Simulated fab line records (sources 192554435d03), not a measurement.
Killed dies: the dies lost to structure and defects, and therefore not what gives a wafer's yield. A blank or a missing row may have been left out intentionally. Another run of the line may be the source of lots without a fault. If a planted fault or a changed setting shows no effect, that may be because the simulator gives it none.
Split-lot experiment || flow n5 finfet || route with 1938 steps; 7 lots, 21 wafers read

== SPLIT DETAILS ==
At N5_BEOL_M3_COAT_05 (resist thk 30 nm), the setting spin rpm was moved away from the recipe's 1500 rpm on 10 of the 21 wafers read, by -9.3% to +10.3%. For the rest of the wafers, this setting stayed at what the recipe calls for.

== FROM THE SPLIT TO THE READING: what the file shows between them, 2 steps ==
- N5_BEOL_M3_EBR_07
- N5_BEOL_M3_SOFTBAKE_06: time 60 s

== THE READING ==
CAR-EUV_of_BEOL_M3_COAT_05.thk nm (the simulator's own value, which no gauge read), in nm, at N5_BEOL_M3_DESCUM_16 (chemistry O2, time 7 s). No usual value for it is given in the file. Across the 11 wafers here that went through the recipe, the average is 26.0 nm and the standard deviation 0.1 nm.

{"wafer": "L079.1", "tool, chamber at the split": "litho track-05, 0", "spin rpm as run, rpm": 1626, "against the recipe": "+8.4%", "CAR-EUV_of_BEOL_M3_COAT_05.thk nm, nm": 24.8, "against lot-mates on the recipe": "no lot-mate on the recipe"}
{"wafer": "L079.2", "tool, chamber at the split": "litho track-05, 0", "spin rpm as run, rpm": 1626, "against the recipe": "+8.4%", "CAR-EUV_of_BEOL_M3_COAT_05.thk nm, nm": 24.8, "against lot-mates on the recipe": "no lot-mate on the recipe"}
{"wafer": "L079.3", "tool, chamber at the split": "litho track-05, 0", "spin rpm as run, rpm": 1626, "against the recipe": "+8.4%", "CAR-EUV_of_BEOL_M3_COAT_05.thk nm, nm": 25, "against lot-mates on the recipe": "no lot-mate on the recipe"}
{"wafer": "L080.3", "tool, chamber at the split": "litho track-03, 0", "spin rpm as run, rpm": 1592, "against the recipe": "+6.1%", "CAR-EUV_of_BEOL_M3_COAT_05.thk nm, nm": 25.2, "against lot-mates on the recipe": -0.9}
{"wafer": "L080.4", "tool, chamber at the split": "litho track-03, 0", "spin rpm as run, rpm": 1500, "against the recipe": "recipe", "CAR-EUV_of_BEOL_M3_COAT_05.thk nm, nm": 26, "against lot-mates on the recipe": "-"}
{"wafer": "L080.6", "tool, chamber at the split": "litho track-03, 0", "spin rpm as run, rpm": 1500, "against the recipe": "recipe", "CAR-EUV_of_BEOL_M3_COAT_05.thk nm, nm": 26.2, "against lot-mates on the recipe": "-"}
{"wafer": "L082.2", "tool, chamber at the split": "litho track-03, 0", "spin rpm as run, rpm": 1500, "against the recipe": "recipe", "CAR-EUV_of_BEOL_M3_COAT_05.thk nm, nm": 26, "against lot-mates on the recipe": "-"}
{"wafer": "L082.3", "tool, chamber at the split": "litho track-03, 0", "spin rpm as run, rpm": 1361, "against the recipe": "-9.3%", "CAR-EUV_of_BEOL_M3_COAT_05.thk nm, nm": 27.6, "against lot-mates on the recipe": "+1.6"}
{"wafer": "L082.4", "tool, chamber at the split": "litho track-03, 0", "spin rpm as run, rpm": 1361, "against the recipe": "-9.3%", "CAR-EUV_of_BEOL_M3_COAT_05.thk nm, nm": 27.4, "against lot-mates on the recipe": "+1.4"}
{"wafer": "L081.1", "tool, chamber at the split": "litho track-02, 0", "spin rpm as run, rpm": 1500, "against the recipe": "recipe", "CAR-EUV_of_BEOL_M3_COAT_05.thk nm, nm": 26.2, "against lot-mates on the recipe": "-"}
{"wafer": "L081.4", "tool, chamber at the split": "litho track-02, 0", "spin rpm as run, rpm": 1500, "against the recipe": "recipe", "CAR-EUV_of_BEOL_M3_COAT_05.thk nm, nm": 26, "against lot-mates on the recipe": "-"}
{"wafer": "L081.6", "tool, chamber at the split": "litho track-02, 0", "spin rpm as run, rpm": 1500, "against the recipe": "recipe", "CAR-EUV_of_BEOL_M3_COAT_05.thk nm, nm": 26, "against lot-mates on the recipe": "-"}
{"wafer": "L088.3", "tool, chamber at the split": "litho track-05, 0", "spin rpm as run, rpm": 1654, "against the recipe": "+10.3%", "CAR-EUV_of_BEOL_M3_COAT_05.thk nm, nm": 24.6, "against lot-mates on the recipe": -1.2}
{"wafer": "L088.6", "tool, chamber at the split": "litho track-05, 0", "spin rpm as run, rpm": 1654, "against the recipe": "+10.3%", "CAR-EUV_of_BEOL_M3_COAT_05.thk nm, nm": 24.6, "against lot-mates on the recipe": -1.2}
{"wafer": "L088.4", "tool, chamber at the split": "litho track-05, 0", "spin rpm as run, rpm": 1500, "against the recipe": "recipe", "CAR-EUV_of_BEOL_M3_COAT_05.thk nm, nm": 25.8, "against lot-mates on the recipe": "-"}
{"wafer": "L097.4", "tool, chamber at the split": "litho track-02, 0", "spin rpm as run, rpm": 1643, "against the recipe": "+9.5%", "CAR-EUV_of_BEOL_M3_COAT_05.thk nm, nm": 24.6, "against lot-mates on the recipe": -1.4}
{"wafer": "L097.5", "tool, chamber at the split": "litho track-02, 0", "spin rpm as run, rpm": 1643, "against the recipe": "+9.5%", "CAR-EUV_of_BEOL_M3_COAT_05.thk nm, nm": 24.8, "against lot-mates on the recipe": -1.2}
{"wafer": "L097.6", "tool, chamber at the split": "litho track-02, 0", "spin rpm as run, rpm": 1500, "against the recipe": "recipe", "CAR-EUV_of_BEOL_M3_COAT_05.thk nm, nm": 26, "against lot-mates on the recipe": "-"}
{"wafer": "L096.1", "tool, chamber at the split": "litho track-02, 0", "spin rpm as run, rpm": 1500, "against the recipe": "recipe", "CAR-EUV_of_BEOL_M3_COAT_05.thk nm, nm": 26, "against lot-mates on the recipe": "-"}
{"wafer": "L096.5", "tool, chamber at the split": "litho track-02, 0", "spin rpm as run, rpm": 1500, "against the recipe": "recipe", "CAR-EUV_of_BEOL_M3_COAT_05.thk nm, nm": 26, "against lot-mates on the recipe": "-"}
{"wafer": "L096.6", "tool, chamber at the split": "litho track-02, 0", "spin rpm as run, rpm": 1500, "against the recipe": "recipe", "CAR-EUV_of_BEOL_M3_COAT_05.thk nm, nm": 26, "against lot-mates on the recipe": "-"}

THE FIT
A straight line over all 21 wafers: CAR-EUV_of_BEOL_M3_COAT_05.thk nm changes by -0.145 nm for each +1% of spin rpm; r = -0.99; the points scatter about the line by 0.11 nm.
The same after taking each lot's own level away (the mean of its wafers on the recipe; 18 wafers): -0.14 nm for each +1%; r = -0.99; scatter 0.12 nm.
On that fit, the largest move of spin rpm shifts the reading by 1.4 nm.
The span of the lots' own levels, 25.80 to 26.10 nm, comes to 2.9 times the standard deviation stated above.
Hence the lot-to-lot level has little effect on the slope; both slopes agree.
Check: for one of the wafers moved furthest among these (+10.3%), held out of the fit, the line's prediction against its lot-mates is -1.43 nm. It came out at -1.2 nm against them.

== THE OTHER SPLITS THESE WAFERS WENT THROUGH ==
Before the reading, these wafers also passed through other splits. Each is held against what the fit with the lots' levels taken away leaves over:
{"other split on the same wafers": "N5_HKMG_FIN_PEB_47 peb time s", "wafers away from the commonest value": 6, "r with CAR-EUV_of_BEOL_M3_COAT_05.thk nm (lot level and that fit taken away)": "+0.31"}
{"other split on the same wafers": "N5_GATE_CUT_COAT_27 spin rpm", "wafers away from the commonest value": 8, "r with CAR-EUV_of_BEOL_M3_COAT_05.thk nm (lot level and that fit taken away)": -0.17}
{"other split on the same wafers": "N5_GATE_CUT_DESCUM_18 time s", "wafers away from the commonest value": 7, "r with CAR-EUV_of_BEOL_M3_COAT_05.thk nm (lot level and that fit taken away)": -0.13}
{"other split on the same wafers": "N5_MOL_CONTACT_COAG_ETCH_15 source w", "wafers away from the commonest value": 4, "r with CAR-EUV_of_BEOL_M3_COAT_05.thk nm (lot level and that fit taken away)": -0.13}
{"other split on the same wafers": "N5_BEOL_M0_SAQP_COAT_08 spin rpm", "wafers away from the commonest value": 4, "r with CAR-EUV_of_BEOL_M3_COAT_05.thk nm (lot level and that fit taken away)": "+0.39"}
{"other split on the same wafers": "N5_BEOL_M0_SAQP_MANDREL_ETCH_20 bias w", "wafers away from the commonest value": 6, "r with CAR-EUV_of_BEOL_M3_COAT_05.thk nm (lot level and that fit taken away)": -0.60}
{"other split on the same wafers": "N5_BEOL_M0_SAQP_STRIP_86 h2 flow sccm", "wafers away from the commonest value": 7, "r with CAR-EUV_of_BEOL_M3_COAT_05.thk nm (lot level and that fit taken away)": -0.23}
{"other split on the same wafers": "N5_BEOL_M1_ILD_DEP_00 time s", "wafers away from the commonest value": 6, "r with CAR-EUV_of_BEOL_M3_COAT_05.thk nm (lot level and that fit taken away)": "+0.26"}
{"other split on the same wafers": "N5_BEOL_M1_COAT_62 spin rpm", "wafers away from the commonest value": 7, "r with CAR-EUV_of_BEOL_M3_COAT_05.thk nm (lot level and that fit taken away)": -0.41}
{"other split on the same wafers": "N5_BEOL_M2_ETCH_69 bias w", "wafers away from the commonest value": 6, "r with CAR-EUV_of_BEOL_M3_COAT_05.thk nm (lot level and that fit taken away)": -0.02}

== THE WHOLE CHAIN: every reading that the file lists as answering this split, in the file's order ==
{"step": "N5_BEOL_M3_COAT_05", "what it does": "resist thk 30 nm", "reading": "CAR-EUV_of_BEOL_M3_COAT_05.thk nm (the simulator's own value, which no gauge read)", "change (the file's fit)": "-0.147 nm for each +1% of the setting", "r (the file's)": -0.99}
{"step": "N5_BEOL_M3_DESCUM_16", "what it does": "chemistry O2, time 7 s", "reading": "CAR-EUV_of_BEOL_M3_COAT_05.thk nm (the simulator's own value, which no gauge read)", "change (the file's fit)": "-0.138 nm for each +1% of the setting", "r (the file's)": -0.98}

== FILE'S OWN FIT ==
CAR-EUV_of_BEOL_M3_COAT_05.thk nm changes by -0.138 nm for each +1% of spin rpm, r = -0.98.
